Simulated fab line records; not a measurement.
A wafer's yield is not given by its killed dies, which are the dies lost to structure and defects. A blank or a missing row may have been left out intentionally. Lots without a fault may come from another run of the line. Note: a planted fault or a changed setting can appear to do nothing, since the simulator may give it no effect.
What tool caused it? / flow n5Finfet / Sampling: 11 lots, 31 wafers, 5 of 1938 route steps

== WHAT THE GAUGES SHOWED, per wafer ==
N5_BEOL_M8_INSPECT_58: inspects for defects (darkfield).
lot=L476; measured=day 9 06:01; on=defectInspect-02; rawDefectCount=84 47
lot=L479; measured=day 9 23:07; on=defectInspect-02; rawDefectCount=53 72 52
lot=L480; measured=day 10 12:43; on=defectInspect-01; rawDefectCount=49 47 88
lot=L481; measured=day 10 15:30; on=defectInspect-02; rawDefectCount=877 831 896
lot=L482; measured=day 11 00:11; on=defectInspect-02; rawDefectCount=862 901 857
lot=L483; measured=day 11 12:02; on=defectInspect-01; rawDefectCount=886 835 848
lot=L491; measured=day 12 23:59; on=defectInspect-02; rawDefectCount=38 61 52
lot=L494; measured=day 14 06:57; on=defectInspect-01; rawDefectCount=45 55 61
lot=L499; measured=day 15 06:55; on=defectInspect-01; rawDefectCount=59 69
lot=L497; measured=day 15 20:50; on=defectInspect-01; rawDefectCount=102 86 76
lot=L498; measured=day 15 22:11; on=defectInspect-01; rawDefectCount=74 77 69

N5_BEOL_M9_INSPECT_13: inspects for defects (brightfield).
lot=L476; measured=day 9 08:42; on=defectInspect-01; rawDefectCount=397 340
lot=L479; measured=day 10 00:17; on=defectInspect-01; rawDefectCount=340 512 517
lot=L480; measured=day 10 14:36; on=defectInspect-02; rawDefectCount=382 264 503
lot=L481; measured=day 10 18:53; on=defectInspect-02; rawDefectCount=1381 1246 1361
lot=L482; measured=day 11 04:32; on=defectInspect-01; rawDefectCount=1285 1358 1377
lot=L483; measured=day 11 14:09; on=defectInspect-01; rawDefectCount=1159 1150 1102
lot=L491; measured=day 13 03:21; on=defectInspect-01; rawDefectCount=496 369 528
lot=L494; measured=day 14 08:41; on=defectInspect-02; rawDefectCount=313 320 258
lot=L499; measured=day 15 09:30; on=defectInspect-02; rawDefectCount=331 250
lot=L497; measured=day 15 23:31; on=defectInspect-01; rawDefectCount=594 437 468
lot=L498; measured=day 15 23:49; on=defectInspect-01; rawDefectCount=338 376 405

== TOOL THAT RAN EACH LOT (tool first, then ch and the chambers of the sampled wafers, then the start) ==
lot=L476; N5_BEOL_M8_CMP_52=cmp-01 ch 2,3, day 9 05:41; N5_BEOL_M9_CURE_71=uvCure-01 ch 1, day 9 06:10; N5_BEOL_M9_PECVD_70=pecvd-01 ch 1,2, day 9 06:43
lot=L479; N5_BEOL_M8_CMP_52=cmp-03 ch 0,2,3, day 9 22:44; N5_BEOL_M9_CURE_71=uvCure-03 ch 1, day 9 23:25; N5_BEOL_M9_PECVD_70=pecvd-02 ch 0,2, day 9 23:49
lot=L480; N5_BEOL_M8_CMP_52=cmp-03 ch 1,3, day 10 12:19; N5_BEOL_M9_CURE_71=uvCure-02 ch 0, day 10 12:50; N5_BEOL_M9_PECVD_70=pecvd-02 ch 0,2, day 10 13:23
lot=L481; N5_BEOL_M8_CMP_52=cmp-03 ch 0,1, day 10 15:03; N5_BEOL_M9_CURE_71=uvCure-03 ch 2, day 10 15:37; N5_BEOL_M9_PECVD_70=pecvd-02 ch 0,1,2, day 10 16:10
lot=L482; N5_BEOL_M8_CMP_52=cmp-03 ch 1,2,3, day 10 23:44; N5_BEOL_M9_CURE_71=uvCure-02 ch 0, day 11 00:18; N5_BEOL_M9_PECVD_70=pecvd-01 ch 0,1,2, day 11 01:20
lot=L483; N5_BEOL_M8_CMP_52=cmp-03 ch 0,1,3, day 11 11:42; N5_BEOL_M9_CURE_71=uvCure-01 ch 0, day 11 12:19; N5_BEOL_M9_PECVD_70=pecvd-02 ch 1,2, day 11 12:43
lot=L491; N5_BEOL_M8_CMP_52=cmp-01 ch 2,3, day 12 23:32; N5_BEOL_M9_CURE_71=uvCure-01 ch 0, day 13 00:06; N5_BEOL_M9_PECVD_70=pecvd-01 ch 0,2, day 13 00:39
lot=L494; N5_BEOL_M8_CMP_52=cmp-03 ch 0,1,2, day 14 06:30; N5_BEOL_M9_CURE_71=uvCure-02 ch 2, day 14 07:04; N5_BEOL_M9_PECVD_70=pecvd-03 ch 0,1,2, day 14 07:37
lot=L499; N5_BEOL_M8_CMP_52=cmp-03 ch 0,3, day 15 06:32; N5_BEOL_M9_CURE_71=uvCure-03 ch 2, day 15 07:13; N5_BEOL_M9_PECVD_70=pecvd-02 ch 1, day 15 07:37
lot=L497; N5_BEOL_M8_CMP_52=cmp-03 ch 0,1, day 15 20:25; N5_BEOL_M9_CURE_71=uvCure-02 ch 2, day 15 20:56; N5_BEOL_M9_PECVD_70=pecvd-02 ch 0,1,2, day 15 21:29
lot=L498; N5_BEOL_M8_CMP_52=cmp-03 ch 1,2, day 15 21:47; N5_BEOL_M9_CURE_71=uvCure-02 ch 0, day 15 22:36; N5_BEOL_M9_PECVD_70=pecvd-02 ch 0,1, day 15 22:59
- N5_BEOL_M8_CMP_52: polishes, stops on SiCOH lowk, t overpolish 6.9 s, target thk 80 nm.
- N5_BEOL_M9_CURE_71: cures SiCOH lowk, time 240 s.
- N5_BEOL_M9_PECVD_70: deposits SiO2 from TEOS/O2, target thk 20 nm, time 22.7 s.

== AS READ BY THE TOOLS THEMSELVES (means over the sampled wafers that have a number; for cases with no such wafer, the mark the record gives instead) ==
N5_BEOL_M8_CMP_52.
lot=L476; tool=cmp-01; barrierFieldEndpointS (s)=29.4; clearingPlatenRpm (rpm)=49.974; motorCurrentA (A)=5.4; overpolishRunS (s)=6.906; timeToEndpointS (s)=62.7
lot=L479; tool=cmp-03; barrierFieldEndpointS (s)=29.3; clearingPlatenRpm (rpm)=50.003; motorCurrentA (A)=6.1; overpolishRunS (s)=6.904; timeToEndpointS (s)=63.2
lot=L480; tool=cmp-03; barrierFieldEndpointS (s)=28.0; clearingPlatenRpm (rpm)=49.997; motorCurrentA (A)=6.1; overpolishRunS (s)=6.903; timeToEndpointS (s)=61.2
lot=L481; tool=cmp-03; barrierFieldEndpointS (s)=28.1; clearingPlatenRpm (rpm)=49.988; motorCurrentA (A)=5.9; overpolishRunS (s)=6.896; timeToEndpointS (s)=62.0
lot=L482; tool=cmp-03; barrierFieldEndpointS (s)=28.2; clearingPlatenRpm (rpm)=50.002; motorCurrentA (A)=5.8; overpolishRunS (s)=6.890; timeToEndpointS (s)=60.8
lot=L483; tool=cmp-03; barrierFieldEndpointS (s)=28.9; clearingPlatenRpm (rpm)=49.986; motorCurrentA (A)=5.9; overpolishRunS (s)=6.898; timeToEndpointS (s)=62.3
lot=L491; tool=cmp-01; barrierFieldEndpointS (s)=29.1; clearingPlatenRpm (rpm)=50.003; motorCurrentA (A)=5.2; overpolishRunS (s)=6.905; timeToEndpointS (s)=62.4
lot=L494; tool=cmp-03; barrierFieldEndpointS (s)=30.1; clearingPlatenRpm (rpm)=49.986; motorCurrentA (A)=5.7; overpolishRunS (s)=6.888; timeToEndpointS (s)=65.4
lot=L499; tool=cmp-03; barrierFieldEndpointS (s)=29.5; clearingPlatenRpm (rpm)=50.002; motorCurrentA (A)=6.5; overpolishRunS (s)=6.892; timeToEndpointS (s)=60.9
lot=L497; tool=cmp-03; barrierFieldEndpointS (s)=29.5; clearingPlatenRpm (rpm)=49.992; motorCurrentA (A)=5.4; overpolishRunS (s)=6.902; timeToEndpointS (s)=64.5
lot=L498; tool=cmp-03; barrierFieldEndpointS (s)=29.4; clearingPlatenRpm (rpm)=49.974; motorCurrentA (A)=5.4; overpolishRunS (s)=6.900; timeToEndpointS (s)=65.2

N5_BEOL_M9_CURE_71.
lot=L476; tool=uvCure-01; lampPowerPct (%)=52.34; wafer_temp_C_max=387.4
lot=L479; tool=uvCure-03; lampPowerPct (%)=52.32; wafer_temp_C_max=386.0
lot=L480; tool=uvCure-02; lampPowerPct (%)=52.29; wafer_temp_C_max=386.7
lot=L481; tool=uvCure-03; lampPowerPct (%)=52.35; wafer_temp_C_max=388.0
lot=L482; tool=uvCure-02; lampPowerPct (%)=52.32; wafer_temp_C_max=386.8
lot=L483; tool=uvCure-01; lampPowerPct (%)=52.32; wafer_temp_C_max=387.6
lot=L491; tool=uvCure-01; lampPowerPct (%)=52.27; wafer_temp_C_max=387.4
lot=L494; tool=uvCure-02; lampPowerPct (%)=52.37; wafer_temp_C_max=387.6
lot=L499; tool=uvCure-03; lampPowerPct (%)=52.24; wafer_temp_C_max=387.1
lot=L497; tool=uvCure-02; lampPowerPct (%)=52.33; wafer_temp_C_max=387.2
lot=L498; tool=uvCure-02; lampPowerPct (%)=52.31; wafer_temp_C_max=386.7

N5_BEOL_M9_PECVD_70.
lot=L476; tool=pecvd-01; heaterPowerW (W)=590; rfFwdPowerW (W)=444.9; showerheadPlenumPTorr (Torr)=8.79; throttleValvePct (%)=24.6
lot=L479; tool=pecvd-02; heaterPowerW (W)=783; rfFwdPowerW (W)=445.4; showerheadPlenumPTorr (Torr)=8.75; throttleValvePct (%)=22.2
lot=L480; tool=pecvd-02; heaterPowerW (W)=664; rfFwdPowerW (W)=446.2; showerheadPlenumPTorr (Torr)=8.72; throttleValvePct (%)=22.7
lot=L481; tool=pecvd-02; heaterPowerW (W)=722; rfFwdPowerW (W)=444.9; showerheadPlenumPTorr (Torr)=8.78; throttleValvePct (%)=22.6
lot=L482; tool=pecvd-01; heaterPowerW (W)=611; rfFwdPowerW (W)=445.4; showerheadPlenumPTorr (Torr)=8.75; throttleValvePct (%)=23.1
lot=L483; tool=pecvd-02; heaterPowerW (W)=803; rfFwdPowerW (W)=446.0; showerheadPlenumPTorr (Torr)=8.80; throttleValvePct (%)=22.3
lot=L491; tool=pecvd-01; heaterPowerW (W)=621; rfFwdPowerW (W)=445.3; showerheadPlenumPTorr (Torr)=8.69; throttleValvePct (%)=21.9
lot=L494; tool=pecvd-03; heaterPowerW (W)=754; rfFwdPowerW (W)=445.5; showerheadPlenumPTorr (Torr)=8.79; throttleValvePct (%)=22.3
lot=L499; tool=pecvd-02; heaterPowerW (W)=845; rfFwdPowerW (W)=442.6; showerheadPlenumPTorr (Torr)=8.87; throttleValvePct (%)=23.1
lot=L497; tool=pecvd-02; heaterPowerW (W)=782; rfFwdPowerW (W)=445.7; showerheadPlenumPTorr (Torr)=8.77; throttleValvePct (%)=22.6
lot=L498; tool=pecvd-02; heaterPowerW (W)=759; rfFwdPowerW (W)=444.3; showerheadPlenumPTorr (Torr)=8.81; throttleValvePct (%)=23.2

== THE ANSWER, worked out from the rows above alone ==
Rule: the lots themselves supply what counts as usual. Put in order of their means at a reading, lots are off if they are a third of the lots or fewer, leave a main group of 4 or more, and stand apart from it by a gap of 3 or more times the standard deviation of the main group's means; of several such gaps the widest counts. Not used: any main group whose means are identical at the precision the tables above print for the reading. A lot without any number at a reading at which 4 lots or more have one is off too. Any other lot the step has rows for is counted as sound. The gauges are gone through in route order, then the tools' own readings, and for those a lot's mean is taken as printed above. At the first step where some lot is off, the reading lying furthest off is the one used; lots without a number count as furthest.
Off at N5_BEOL_M8_INSPECT_58 (rawDefectCount): L481, L482, L483. For the main group the mean is 64 and the standard deviation 11.
If a tool, at a process step before that reading, ran all the lots that are off and no sound lot after the first of them, it fits. The gauges at N5_BEOL_M8_INSPECT_58 are tried like those tools. Of those tried, none fits.

== WHAT HAD BEEN PUT IN BY THE SIMULATOR ==
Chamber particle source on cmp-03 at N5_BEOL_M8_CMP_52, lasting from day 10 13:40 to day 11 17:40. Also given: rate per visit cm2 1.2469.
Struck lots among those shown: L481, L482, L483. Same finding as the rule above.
